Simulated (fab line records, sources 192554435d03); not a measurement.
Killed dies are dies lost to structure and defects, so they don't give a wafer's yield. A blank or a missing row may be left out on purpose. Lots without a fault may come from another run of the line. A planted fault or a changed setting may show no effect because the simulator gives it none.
fab line records | flow n5_finfet | part 1 of 2: steps 1 to 19 of 26
record lots=5 wafers=15 last_day=14
route steps=1938 shown TV_LITHO@1885 TV_OPEN@1887 PAD_METAL@1893 PASSIVATION@1897
lots that met no fault: from a run of the same line without faults
start_h: hours from the record's first day to the start of the lot's first wafer shown | wait_h: hours since the lot's step before | " the same as in the row above | L1.1+2: a row that stands for several wafers | - no value, or no start given | * or withheld: withheld | < > ~ a bound
route shown NAME@n: a module of which the file shows steps, and the number in the route of the first | usual: mean/standard deviation of fault-free wafers | same: alike in all rows | chamber/n: place in a boat | sites: the reading at each site | _std_site: their standard deviation | _edge_site: outer sites' mean less inner sites' | radius_mm: how far each site lies from the wafer's centre | mask NAME#n: copy n | behind: the tool/chamber that last shaped the wafer | hold: why the lot was held/for how many hours/how that ended | device: the transistor (n, p or np) that didn't switch | end of line: the same wafers' tests at the end of the route | a step without rows: its recipe alone | killed: dies lost to structure and defects at the first sort, not the wafer's yield | map: a wafer's dies, x killed, . not, _ none there
set.NAME: the setting as run; set.NAME@STEP: as run at that earlier step | model.NAME: the simulator's own value behind a step, which no gauge read
lots at some steps of the route; a table a step, a row a wafer
services: from which hour (start_h, from the record's first day; less than 0 if before it) a tool's chamber was out of use, for how many hours, and why
## steps
# step N5_PASSIVATION_INSPECT_61
# recipe mode=adi inspect_instrument=macro
# usual raw_defect_count=2.2/1.6
# columns lot.wafer tool chamber start_h wait_h raw_defect_count
L076.1 defect_inspect-02 - 248.98 0.0 3
L076.3 " - " " 3
L076.4 " - " " 5
L081.1 defect_inspect-02 - 290.16 0.0 1
L081.3 " - " " 3
L081.5 " - " " 1
L084.1 defect_inspect-01 - 297.82 0.0 2
L084.2 " - " " 0
L084.6 " - " " 1
L085.1 defect_inspect-01 - 310.12 0.0 3
L085.4 " - " " 2
L085.5 " - " " 3
L086.3 defect_inspect-01 - 320.17 0.0 3
L086.5 " - " " 0
L086.6 " - " " 7
# step N5_PASSIVATION_DESCUM_12
# recipe chemistry=O2 time_s=7.9 source_power_w=50 bias_power_w=20 pressure_mtorr=20 rf_frequency_hz=2.712e+07 temp_c=40 o2_flow_sccm=225
# usual chamber_pressure_mTorr=20.002/0.019 drypump_motor_current_A=5.7/0.54 oes_product_au=0.79/0.083 rf_vpp_V=243.1/1.5 showerhead_plenum_p_Torr=2.09/0.084 throttle_valve_pct=20.39/0.21
# columns lot.wafer tool chamber start_h wait_h chamber_pressure_mTorr drypump_motor_current_A oes_product_au rf_hours_counter_h rf_vpp_V showerhead_plenum_p_Torr throttle_valve_pct
L076.1 rie_diel-05 2 249.01 0.0 20.004 6.7 0.80 122 245.6 2.19 20.02
L076.3 " 0 " " 20.011 5.6 0.75 140 241.1 1.95 20.56
L076.4 " 3 " " 19.994 5.7 0.68 232 244.2 2.17 20.31
L081.1 rie_diel-03 1 290.19 0.0 20.022 6.1 0.85 78 244.1 2.03 20.32
L081.3 " 2 " " 20.017 5.1 0.73 194 242.3 2.00 20.48
L081.5 " 2 " " 20.005 5.0 0.72 - 242.4 2.00 20.47
L084.1 rie_diel-03 1 298.05 0.2 19.968 6.1 0.84 81 242.0 2.03 20.31
L084.2 " 0 " " 19.966 5.9 0.70 198 242.4 2.09 20.68
L084.6 " 2 " " 20.032 5.0 0.72 - 243.5 2.00 20.49
L085.1 rie_diel-03 2 310.33 0.2 19.986 5.0 0.72 201 242.5 2.00 20.49
L085.4 " 0 " " 20.002 5.9 0.69 203 244.3 2.09 20.70
L085.5 " 0 " " 19.987 5.9 0.70 - 242.3 2.08 20.71
L086.3 rie_diel-05 1 320.63 0.5 19.995 6.1 0.77 102 242.8 2.19 20.22
L086.5 " 0 " " 20.006 5.6 0.72 - 240.4 1.94 20.61
L086.6 " 2 " " 19.997 6.7 0.77 - 244.8 2.18 20.05
# step N5_PASSIVATION_PASS_ETCH_74
# recipe chemistry=CF4/O2 target=SiNx target_depth_a=2200 time_s=110 ion_energy_ev=100 pressure_mtorr=40 source_w=535 bias_w=49 Ar_flow_sccm=100 cf4_flow_sccm=100 O2_flow_sccm=10
# usual cf4_flow_sccm=100.0/0.33 chamber_pressure_mTorr=40.00/0.04 drypump_motor_current_A=5.7/0.54 mfc_ar_sccm=99.9/0.31 oes_product_au=0.80/0.081 rf_vpp_V=239/5.5 showerhead_plenum_p_Torr=2.19/0.08 throttle_valve_pct=15.91/0.21
# columns lot.wafer tool chamber start_h wait_h cf4_flow_sccm chamber_pressure_mTorr drypump_motor_current_A mfc_ar_sccm oes_product_au rf_hours_counter_h rf_vpp_V showerhead_plenum_p_Torr throttle_valve_pct
L076.1 rie_diel-05 2 249.08 0.0 99.6 40.00 6.7 100.0 0.80 122 239 2.29 15.57
L076.3 " 0 " " 100.6 39.99 5.6 100.1 0.76 140 230 2.05 15.98
L076.4 " 3 " " 100.3 39.99 5.7 100.2 0.70 232 247 2.26 15.82
L081.1 rie_diel-03 1 290.26 0.0 99.9 39.98 6.1 100.0 0.84 78 241 2.14 15.85
L081.3 " 2 " " 100.9 40.03 5.1 100.1 0.73 194 239 2.12 16.13
L081.5 " 2 " " 100.2 39.96 5.1 99.8 0.73 - 238 2.12 16.12
L084.1 rie_diel-03 1 298.11 0.0 100.0 40.05 6.1 100.1 0.83 81 241 2.14 15.87
L084.2 " 0 " " 99.8 40.03 5.9 99.5 0.69 198 248 2.19 16.15
L084.6 " 2 " " 99.9 40.00 5.1 100.1 0.72 - 239 2.12 16.11
L085.1 rie_diel-03 2 310.40 0.0 99.9 39.92 5.1 100.0 0.72 201 238 2.11 16.12
L085.4 " 0 " " 100.0 39.99 5.9 99.4 0.68 203 247 2.19 16.18
L085.5 " 0 " " 100.4 39.91 5.9 100.0 0.69 - 249 2.19 16.20
L086.3 rie_diel-05 1 320.70 0.0 100.2 40.06 6.1 99.4 0.80 102 240 2.31 15.85
L086.5 " 0 " " 100.0 40.04 5.6 99.3 0.74 - 230 2.04 16.04
L086.6 " 2 " " 100.0 40.05 6.7 100.3 0.78 - 241 2.28 15.62
# step N5_PASSIVATION_VIA_ETCH_13
# recipe chemistry=CHF3/O2 target=SiO2 target_depth_a=6600 CHF3_flow_sccm=50 O2_flow_sccm=5 Ar_flow_sccm=200 time_s=330 mask_material=PR pressure_mtorr=30 source_w=650 bias_w=170 ion_energy_ev=200 ends=cleared
# usual chamber_pressure_mTorr=30.000/0.024 drypump_motor_current_A=5.7/0.53 etch_rf_on_time_s=236/4.9 mfc_ar_sccm=199.9/0.66 oes_product_au=0.72/0.073 rf_vpp_V=521/12 showerhead_plenum_p_Torr=2.39/0.089 throttle_valve_pct=18.78/0.22
# columns lot.wafer tool chamber start_h wait_h chamber_pressure_mTorr drypump_motor_current_A etch_rf_on_time_s mfc_ar_sccm oes_product_au rf_hours_counter_h rf_vpp_V showerhead_plenum_p_Torr throttle_valve_pct
L076.1 rie_diel-05 2 249.17 0.0 30.017 6.7 230 200.3 0.72 122 524 2.50 18.37
L076.3 " 0 " " 30.014 5.6 228 199.3 0.68 140 502 2.23 18.86
L076.4 " 3 " " 30.013 5.8 242 198.8 0.63 232 536 2.47 18.66
L081.1 rie_diel-03 1 290.35 0.0 29.949 6.1 241 200.1 0.75 79 526 2.33 18.71
L081.3 " 2 " " 30.003 5.1 244 200.3 0.66 194 517 2.31 18.94
L081.5 " 2 " " 30.027 5.1 242 199.9 0.65 - 517 2.31 18.94
L084.1 rie_diel-03 1 298.20 0.0 29.994 6.1 229 199.9 0.76 81 525 2.33 18.71
L084.2 " 0 " " 29.967 5.9 238 199.7 0.64 198 540 2.39 19.07
L084.6 " 2 " " 29.968 5.0 243 200.4 0.65 - 517 2.30 18.95
L085.1 rie_diel-03 2 310.49 0.0 30.026 5.0 235 199.0 0.66 201 520 2.30 18.96
L085.4 " 0 " " 30.001 6.0 245 200.1 0.63 203 540 2.39 19.06
L085.5 " 0 " " 29.999 5.9 242 199.7 0.63 - 539 2.39 19.08
L086.3 rie_diel-05 1 320.79 0.0 30.021 6.1 241 200.9 0.70 102 521 2.52 18.69
L086.5 " 0 " " 30.015 5.6 241 200.7 0.66 - 500 2.22 18.91
L086.6 " 2 " " 29.950 6.7 234 200.1 0.69 - 524 2.49 18.41
# step N5_PASSIVATION_STRIP_14
# recipe chemistry=O2 power_w=600 temp_c=60 pressure_mtorr=30 rf_frequency_hz=6e+07 bias_power_w=0 overash_fraction=0.5 o2_flow_sccm=225
# usual chamber_pressure_mTorr=30.00/0.054 drypump_motor_current_A=5.7/0.53 oes_product_au=0.79/0.083 rf_vpp_V=3.7/0.88 showerhead_plenum_p_Torr=2.09/0.084 throttle_valve_pct=16.62/0.2
# columns lot.wafer tool chamber start_h wait_h chamber_pressure_mTorr drypump_motor_current_A oes_product_au rf_hours_counter_h rf_vpp_V showerhead_plenum_p_Torr throttle_valve_pct
L076.1 rie_diel-05 2 249.37 0.1 29.91 6.7 0.79 122 1.6 2.20 16.26
L076.3 " 0 " " 29.99 5.6 0.74 140 4.1 1.95 16.73
L076.4 " 3 " " 30.01 5.8 0.68 232 4.2 2.18 16.59
L081.1 rie_diel-03 1 290.54 0.1 30.06 6.1 0.85 79 3.3 2.03 16.53
L081.3 " 2 " " 30.00 5.1 0.74 195 3.2 2.01 16.79
L081.5 " 2 " " 30.08 5.1 0.73 - 3.7 2.01 16.77
L084.1 rie_diel-03 1 298.40 0.1 30.08 6.1 0.83 81 3.3 2.03 16.54
L084.2 " 0 " " 29.97 5.9 0.69 198 3.7 2.09 16.94
L084.6 " 2 " " 29.96 5.0 0.73 - 3.9 2.01 16.77
L085.1 rie_diel-03 2 310.69 0.1 29.94 5.1 0.72 201 3.7 2.01 16.77
L085.4 " 0 " " 29.94 5.9 0.69 203 2.9 2.09 16.94
L085.5 " 0 " " 29.87 5.9 0.70 - 3.2 2.09 16.96
L086.3 rie_diel-05 1 320.99 0.1 30.02 6.1 0.78 102 3.0 2.20 16.47
L086.5 " 0 " " 29.92 5.6 0.72 - 2.6 1.94 16.78
L086.6 " 2 " " 30.02 6.8 0.77 - 3.6 2.19 16.33
# step N5_PASSIVATION_ETCH_15
# recipe chemistry=CF4/N2 target=SiCN target_depth_a=750 taper_deg=2 time_s=81.2 ion_energy_ev=150 mask_material=SiNx pressure_mtorr=40 source_w=430 bias_w=70 Ar_flow_sccm=100 cf4_flow_sccm=60 n2_flow_sccm=60
# usual cf4_flow_sccm=60.01/0.17 chamber_pressure_mTorr=40.00/0.039 drypump_motor_current_A=5.7/0.53 mfc_ar_sccm=100.0/0.32 oes_product_au=0.80/0.082 rf_vpp_V=382.0/2.2 showerhead_plenum_p_Torr=2.19/0.083 throttle_valve_pct=15.36/0.21
# columns lot.wafer tool chamber start_h wait_h cf4_flow_sccm chamber_pressure_mTorr drypump_motor_current_A mfc_ar_sccm oes_product_au rf_hours_counter_h rf_vpp_V showerhead_plenum_p_Torr throttle_valve_pct
L076.1 rie_diel-05 2 - - 60.36 39.99 6.7 99.8 0.81 122 384.6 2.30 15.01
L076.3 " 0 " " 59.62 39.95 5.6 100.4 0.76 140 377.8 2.04 15.43
L076.4 " 3 " " 60.12 39.94 5.8 100.2 0.70 232 383.5 2.26 15.28
L081.1 rie_diel-03 1 - - 60.33 39.97 6.1 99.9 0.83 79 381.3 2.15 15.33
L081.3 " 2 " " 59.82 40.01 5.1 100.0 0.72 195 379.2 2.11 15.55
L081.5 " 2 " " 60.14 40.09 5.1 99.5 0.73 - 379.4 2.11 15.56
L084.1 rie_diel-03 1 - - 59.99 39.95 6.1 99.9 0.83 81 380.2 2.15 15.32
L084.2 " 0 " " 59.89 39.92 5.9 99.5 0.69 198 381.1 2.19 15.61
L084.6 " 2 " " 59.86 40.09 5.0 100.1 0.72 - 380.3 2.11 15.56
L085.1 rie_diel-03 2 - - 60.13 39.97 5.1 100.1 0.72 201 379.8 2.11 15.56
L085.4 " 0 " " 59.76 40.02 5.9 100.4 0.70 203 381.8 2.19 15.62
L085.5 " 0 " " 59.71 40.05 5.9 99.6 0.69 - 381.9 2.19 15.64
L086.3 rie_diel-05 1 - - 60.23 40.04 6.1 100.4 0.78 102 383.1 2.31 15.28
L086.5 " 0 " " 59.86 39.98 5.6 100.1 0.74 - 377.5 2.03 15.47
L086.6 " 2 " " 59.95 40.01 6.7 99.5 0.78 - 384.8 2.29 15.06
# step N5_PASSIVATION_STRIP_73
# recipe chemistry=post_etch_residue_remover time_s=60 temp_c=25 remover_ph=withheld remover_water_wt_pct=withheld remover_fluoride_wt_pct=withheld
# columns lot.wafer tool chamber start_h wait_h
L076.1+3+4 wet_bench-01 0,6,4 249.53 -
L081.1+3+5 wet_bench-04 5,7,6 290.70 -
L084.1+2+6 wet_bench-05 4,5,0 298.56 -
L085.1+4+5 wet_bench-05 1,7,6 310.84 -
L086.3+5+6 wet_bench-04 4,7,5 321.14 -
# step N5_PASSIVATION_SRD_17
# recipe time_s=30 temp_c=23 rinse_liquid=diw dry=n2_spin spin_rpm=1500 dry_time_s=30
# same dry_time_s=30
# columns lot.wafer tool chamber start_h wait_h
L076.1+3+4 wet_bench-01 0,6,4 249.55 0.0
L081.1+3+5 wet_bench-04 5,7,6 290.72 0.0
L084.1+2+6 wet_bench-05 4,5,0 298.58 0.0
L085.1+4+5 wet_bench-05 1,7,6 310.86 0.0
L086.3+5+6 wet_bench-04 4,7,5 321.16 0.0
# step N5_PASSIVATION_DEGAS_18
# recipe ambient=vacuum temp_c=300 time_s=60
# usual heater_power_w=462/35
# columns lot.wafer tool chamber start_h wait_h heater_power_w
L076.1 pvd_sputter-01 - 250.09 0.5 509
L076.3 " - " " 405
L076.4 " - " " 479
L081.1 pvd_sputter-01 - 291.33 0.6 511
L081.3 " - " " 500
L081.5 " - " " 444
L084.1 pvd_sputter-02 - 298.69 0.1 480
L084.2 " - " " 443
L084.6 " - " " 399
L085.1 pvd_sputter-02 - 311.97 1.1 487
L085.4 " - " " 428
L085.5 " - " " 442
L086.3 pvd_sputter-02 - 321.81 0.6 439
L086.5 " - " " 494
L086.6 " - " " 443
# step N5_PASSIVATION_PRE_CLEAN_19
# recipe gas=H2/He time_s=* temp_c=*
# usual heater_power_w=462/34
# columns lot.wafer tool chamber start_h wait_h heater_power_w
L076.1 pvd_sputter-01 - 250.13 0.0 517
L076.3 " - " " 411
L076.4 " - " " 480
L081.1 pvd_sputter-01 - 291.37 0.0 506
L081.3 " - " " 490
L081.5 " - " " 455
L084.1 pvd_sputter-02 - 298.73 0.0 509
L084.2 " - " " 442
L084.6 " - " " 417
L085.1 pvd_sputter-02 - 312.01 0.0 492
L085.4 " - " " 436
L085.5 " - " " 444
L086.3 pvd_sputter-02 - 321.85 0.0 449
L086.5 " - " " 483
L086.6 " - " " 443
# step N5_PASSIVATION_SPUTTER_20
# recipe material=TaN target_thk_a=500 temp_c=25 chamber_pressure_pa=0.4
# usual substrate_temp_c=25.00/0.1 throttle_valve_pct=29.5/1.2
# columns lot.wafer tool chamber start_h wait_h substrate_temp_c throttle_valve_pct
L076.1 pvd_sputter-01 - 250.17 0.0 24.75 29.4
L076.3 " - " " 25.07 28.7
L076.4 " - " " 24.97 30.7
L081.1 pvd_sputter-01 - 291.41 0.0 25.15 29.6
L081.3 " - " " 25.01 30.9
L081.5 " - " " 25.04 27.8
L084.1 pvd_sputter-02 - 298.77 0.0 25.03 28.8
L084.2 " - " " 24.91 28.3
L084.6 " - " " 25.11 30.9
L085.1 pvd_sputter-02 - 312.05 0.0 24.92 29.1
L085.4 " - " " 24.95 28.5
L085.5 " - " " 25.08 28.5
L086.3 pvd_sputter-02 - 321.89 0.0 24.97 29.0
L086.5 " - " " 24.91 29.1
L086.6 " - " " 25.05 28.7
# step N5_PASSIVATION_AL_DEP_21
# recipe material=Al target_thk_a=28000 temp_c=400 time_s=170 power_w=30000 chamber_pressure_pa=0.4 gas=Ar
# usual substrate_temp_c=399.99/0.21 throttle_valve_pct=29.5/1.1
# columns lot.wafer tool chamber start_h wait_h substrate_temp_c throttle_valve_pct
L076.1 pvd_sputter-01 - 250.27 0.1 399.84 29.4
L076.3 " - " " 399.98 29.0
L076.4 " - " " 400.12 30.4
L081.1 pvd_sputter-01 - 291.51 0.1 400.14 29.4
L081.3 " - " " 400.17 30.4
L081.5 " - " " 399.70 27.9
L084.1 pvd_sputter-02 - 298.87 0.1 399.64 29.3
L084.2 " - " " 399.87 28.8
L084.6 " - " " 400.06 30.7
L085.1 pvd_sputter-02 - 312.15 0.1 400.00 28.9
L085.4 " - " " 400.15 28.6
L085.5 " - " " 400.20 28.5
L086.3 pvd_sputter-02 - 321.99 0.1 400.15 28.5
L086.5 " - " " 399.56 28.9
L086.6 " - " " 400.15 28.4
# step N5_PASSIVATION_HMDS_23
# recipe time_s=60 temp_c=120
# usual chill_plate_temp_C=23.02/0.11
# columns lot.wafer tool chamber start_h wait_h chill_plate_temp_C
L076.1 litho_track-01 0 250.46 0.1 23.05
L076.3 " 0 " " 22.98
L076.4 " 0 " " 23.03
L081.1 litho_track-05 0 291.69 0.1 23.06
L081.3 " 0 " " 23.11
L081.5 " 0 " " 23.07
L084.1 litho_track-01 0 299.06 0.1 23.06
L084.2 " 0 " " 23.15
L084.6 " 0 " " 22.96
L085.1 litho_track-02 0 312.34 0.1 23.13
L085.4 " 0 " " 22.98
L085.5 " 0 " " 23.10
L086.3 litho_track-02 0 322.18 0.1 22.92
L086.5 " 0 " " 22.92
L086.6 " 0 " " 22.91
# step N5_PASSIVATION_COAT_24
# recipe spin_rpm=3000 resist_thk_nm=withheld
# usual chill_plate_temp_C=23.00/0.12
# columns lot.wafer tool chamber start_h wait_h chill_plate_temp_C
L076.1 litho_track-01 0 - - 22.95
L076.3 " 0 " " 22.98
L076.4 " 0 " " 22.91
L081.1 litho_track-05 0 - - 23.26
L081.3 " 0 " " 23.24
L081.5 " 0 " " 23.20
L084.1 litho_track-01 0 - - 23.08
L084.2 " 0 " " 22.93
L084.6 " 0 " " 23.04
L085.1 litho_track-02 0 - - 23.05
L085.4 " 0 " " 23.10
L085.5 " 0 " " 23.09
L086.3 litho_track-02 0 - - 23.03
L086.5 " 0 " " 23.05
L086.6 " 0 " " 23.08
# step N5_PASSIVATION_EBR_26
# recipe solvent=PGMEA ebr_width_mm=1.5
# usual chill_plate_temp_C=23.01/0.11
# same ebr_width_mm=1.5
# columns lot.wafer tool chamber start_h wait_h chill_plate_temp_C
L076.1 litho_track-01 0 - - 23.02
L076.3 " 0 " " 22.94
L076.4 " 0 " " 22.93
L081.1 litho_track-05 0 - - 22.91
L081.3 " 0 " " 22.92
L081.5 " 0 " " 23.01
L084.1 litho_track-01 0 - - 22.91
L084.2 " 0 " " 22.91
L084.6 " 0 " " 22.99
L085.1 litho_track-02 0 - - 23.12
L085.4 " 0 " " 23.04
L085.5 " 0 " " 22.91
L086.3 litho_track-02 0 - - 23.15
L086.5 " 0 " " 23.09
L086.6 " 0 " " 23.32
# step N5_PASSIVATION_SOFTBAKE_25
# recipe temp_c=100 time_s=90
# usual chill_plate_temp_C=22.98/0.11
# columns lot.wafer tool chamber start_h wait_h chill_plate_temp_C
L076.1 litho_track-01 0 - - 22.88
L076.3 " 0 " " 22.96
L076.4 " 0 " " 22.92
L081.1 litho_track-05 0 - - 22.97
L081.3 " 0 " " 22.95
L081.5 " 0 " " 22.92
L084.1 litho_track-01 0 - - 22.86
L084.2 " 0 " " 23.09
L084.6 " 0 " " 22.97
L085.1 litho_track-02 0 - - 23.02
L085.4 " 0 " " 23.00
L085.5 " 0 " " 22.69
L086.3 litho_track-02 0 - - 22.92
L086.5 " 0 " " 22.94
L086.6 " 0 " " 22.81
# step N5_PASSIVATION_EXPOSE_27
# recipe mask_id=PAD na=0.55 source_shape=conventional sigma_outer=0.8 polarization=unpolarized defocus_nm=0 dose_mj=32.3
# usual reticle_temp_C=23.01/0.1
# columns lot.wafer tool chamber start_h wait_h mask reticle_temp_C
L076.1 krf_scanner-02 0 250.57 - PAD#0 23.02
L076.3 " 0 " " PAD#0 23.09
L076.4 " 0 " " PAD#0 23.02
L081.1 krf_scanner-01 0 291.93 - PAD#0 23.04
L081.3 " 0 " " PAD#0 23.04
L081.5 " 0 " " PAD#0 22.94
L084.1 krf_scanner-01 0 299.29 - PAD#0 22.95
L084.2 " 0 " " PAD#0 22.87
L084.6 " 0 " " PAD#0 22.92
L085.1 krf_scanner-02 0 312.57 - PAD#0 23.04
L085.4 " 0 " " PAD#0 23.01
L085.5 " 0 " " PAD#0 23.02
L086.3 krf_scanner-01 0 322.42 - PAD#0 22.76
L086.5 " 0 " " PAD#0 23.11
L086.6 " 0 " " PAD#0 22.99
# step N5_PASSIVATION_PEB_28
# recipe peb_temp_c=withheld peb_time_s=*
# usual chill_plate_temp_C=*
# columns lot.wafer tool chamber start_h wait_h chill_plate_temp_C
L076.1 litho_track-01 0 250.63 0.1 *
L076.3 " 0 " " *
L076.4 " 0 " " *
L081.1 litho_track-05 0 291.98 0.1 *
L081.3 " 0 " " *
L081.5 " 0 " " *
L084.1 litho_track-01 0 299.35 0.1 *
L084.2 " 0 " " *
L084.6 " 0 " " *
L085.1 litho_track-01 0 312.63 0.1 *
L085.4 " 0 " " *
L085.5 " 0 " " *
L086.3 litho_track-05 0 322.47 0.0 *
L086.5 " 0 " " *
L086.6 " 0 " " *
# step N5_PASSIVATION_DEVELOP_29
# recipe develop_time_s=60 rinse_liquid=diw dry=air_spin dev_temp_c=21
# usual chill_plate_temp_C=23.00/0.1
# columns lot.wafer tool chamber start_h wait_h chill_plate_temp_C
L076.1 litho_track-01 0 - - 23.24
L076.3 " 0 " " 23.10
L076.4 " 0 " " 22.93
L081.1 litho_track-05 0 - - 23.06
L081.3 " 0 " " 23.13
L081.5 " 0 " " 22.98
L084.1 litho_track-01 0 - - 23.05
L084.2 " 0 " " 23.06
L084.6 " 0 " " 22.89
L085.1 litho_track-01 0 - - 22.93
L085.4 " 0 " " 22.81
L085.5 " 0 " " 22.74
L086.3 litho_track-05 0 - - 22.94
L086.5 " 0 " " 22.95
L086.6 " 0 " " 22.91
